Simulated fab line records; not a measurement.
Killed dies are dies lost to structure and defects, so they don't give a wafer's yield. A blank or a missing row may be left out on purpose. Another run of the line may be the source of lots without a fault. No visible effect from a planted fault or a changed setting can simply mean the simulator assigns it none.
Split-lot study | flow n5 finfet | on a route of 1938 steps: 7 lots, 39 wafers read

## SPLIT DETAILS
At N5_HKMG_FIN_ETCH_55 (etches SOC in N2/H2, target depth 240 nm, time 300 s), the setting bias w was moved away from the recipe's 150 W on 18 of the 39 wafers read, by -11.4% to +18.5%. For the rest of the wafers, this setting stayed at what the recipe calls for.

The split's own step is where the reading is taken.

## THE READING
rf vpp V, in V, at N5_HKMG_FIN_ETCH_55 (etches SOC in N2/H2, target depth 240 nm, time 300 s). Typical for fault-free wafers on this fab line: 523.9 V, with standard deviation 3 V.

wafer  | tool, chamber at the split | bias w as run, W | against the recipe | rf vpp V, V | against lot-mates on the recipe
L079.1 | rie diel-06, 3             | 150              | recipe             | 517.5       | -
L079.2 | rie diel-06, 0             | 150              | recipe             | 524.9       | -
L079.3 | rie diel-06, 2             | 150              | recipe             | 523.7       | -
L080.1 | rie diel-02, 1             | 132.9            | -11.4%             | 489.6       | -36.3
L080.2 | rie diel-02, 2             | 150              | recipe             | 526.6       | -
L080.3 | rie diel-02, 0             | 150              | recipe             | 524.8       | -
L080.4 | rie diel-02, 3             | 132.9            | -11.4%             | 486.9       | -39.0
L080.5 | rie diel-02, 2             | 150              | recipe             | 526.2       | -
L080.6 | rie diel-02, 3             | 132.9            | -11.4%             | 487.4       | -38.5
L081.1 | rie diel-06, 2             | 162.4            | +8.3%              | 551.6       | +31.9
L081.2 | rie diel-06, 0             | 162.4            | +8.3%              | 552.6       | +32.9
L081.3 | rie diel-06, 3             | 150              | recipe             | 517.8       | -
L081.4 | rie diel-06, 1             | 150              | recipe             | 522.7       | -
L081.5 | rie diel-06, 3             | 150              | recipe             | 518.6       | -
L081.6 | rie diel-06, 2             | 162.4            | +8.3%              | 550.6       | +30.9
L084.1 | rie diel-06, 0             | 167              | +11.3%             | 562.6       | +40.3
L084.2 | rie diel-06, 2             | 150              | recipe             | 523.8       | -
L084.3 | rie diel-06, 1             | 167              | +11.3%             | 559.7       | +37.4
L084.4 | rie diel-06, 3             | 167              | +11.3%             | 554.4       | +32.1
L084.5 | rie diel-06, 2             | 150              | recipe             | 523.4       | -
L084.6 | rie diel-06, 3             | 150              | recipe             | 519.6       | -
L087.1 | rie diel-03, 2             | 137.6            | -8.3%              | 494.0       | -30.1
L087.2 | rie diel-03, 1             | 150              | recipe             | 526.9       | -
L087.3 | rie diel-03, 0             | 150              | recipe             | 523.7       | -
L087.4 | rie diel-03, 3             | 137.6            | -8.3%              | 494.5       | -29.6
L087.5 | rie diel-03, 3             | 137.6            | -8.3%              | 490.9       | -33.2
L087.6 | rie diel-03, 2             | 150              | recipe             | 521.7       | -
L090.1 | rie diel-02, 1             | 150              | recipe             | 527.1       | -
L090.2 | rie diel-02, 0             | 150              | recipe             | 526.0       | -
L090.3 | rie diel-02, 3             | 150              | recipe             | 525.9       | -
L090.4 | rie diel-02, 1             | 177.7            | +18.5%             | 587.7       | +61.4
L090.5 | rie diel-02, 0             | 177.7            | +18.5%             | 585.7       | +59.4
L090.6 | rie diel-02, 3             | 177.7            | +18.5%             | 585.3       | +59.0
L094.1 | rie diel-03, 1             | 162.9            | +8.6%              | 555.4       | +34.2
L094.2 | rie diel-03, 3             | 150              | recipe             | 520.0       | -
L094.3 | rie diel-03, 2             | 162.9            | +8.6%              | 546.4       | +25.2
L094.4 | rie diel-03, 0             | 150              | recipe             | 523.1       | -
L094.5 | rie diel-03, 1             | 162.9            | +8.6%              | 554.8       | +33.6
L094.6 | rie diel-03, 2             | 150              | recipe             | 520.6       | -

THE FIT
A straight line over all 39 wafers: rf vpp V changes by +3.34 V for each +1% of bias w; r = +0.99; the points scatter about the line by 3.1 V.
The same after taking each lot's own level away (the mean of its wafers on the recipe; 39 wafers): +3.38 V for each +1%; r = +0.99; scatter 2.8 V.
The reading moves by 62 V for the largest change in bias w, on that fit.
Measured against the standard deviation above, the lots' own levels, which go from 519.70 to 526.33 V, span 2.2 times it.
So the lot-to-lot level changes the slope little: the two slopes agree.
Check: +62.6 V against its lot-mates is what the line predicts for one of the wafers moved furthest among these (+18.5%) when that wafer is left out of the fit. It came out at +61.4 V against them.
Tool readings at the split's step, against how far the setting was moved: rf vpp V r = +0.99.

## OTHER SPLITS ON THESE WAFERS
Other splits were also applied to these wafers ahead of the reading. Each is held against what the fit with the lots' levels taken away leaves over:
other split on the same wafers       | wafers away from the commonest value | r with rf vpp V (lot level and that fit taken away)
N5_FIN_SAQP_ETCH_65 time s           | 9                                    | -0.17
N5_DUMMY_GATE_ETCH_37 source w       | 15                                   | +0.01
N5_DUMMY_GATE_ETCH_31 target depth a | 9                                    | -0.07
N5_DUMMY_GATE_ETCH_32 time s         | 18                                   | -0.01
N5_SD_EPI_P_EXPOSE_06 dose mj        | 15                                   | +0.00

## THE WHOLE CHAIN: every reading that the file lists as answering this split, in the file's order
step                | what it does                                         | reading                                                                           | change (the file's fit)               | r (the file's)
N5_HKMG_FIN_ETCH_55 | etches SOC in N2/H2, target depth 240 nm, time 300 s | rf vpp V                                                                          | +3.38 V for each +1% of the setting   | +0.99
N5_HKMG_FIN_ETCH_55 | etches SOC in N2/H2, target depth 240 nm, time 300 s | SiARC_of_HKMG_FIN_COAT_42.thk nm (the simulator's own value, which no gauge read) | -0.166 nm for each +1% of the setting | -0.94

## FILE'S OWN FIT
rf vpp V changes by +3.38 V for each +1% of bias w, r = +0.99.
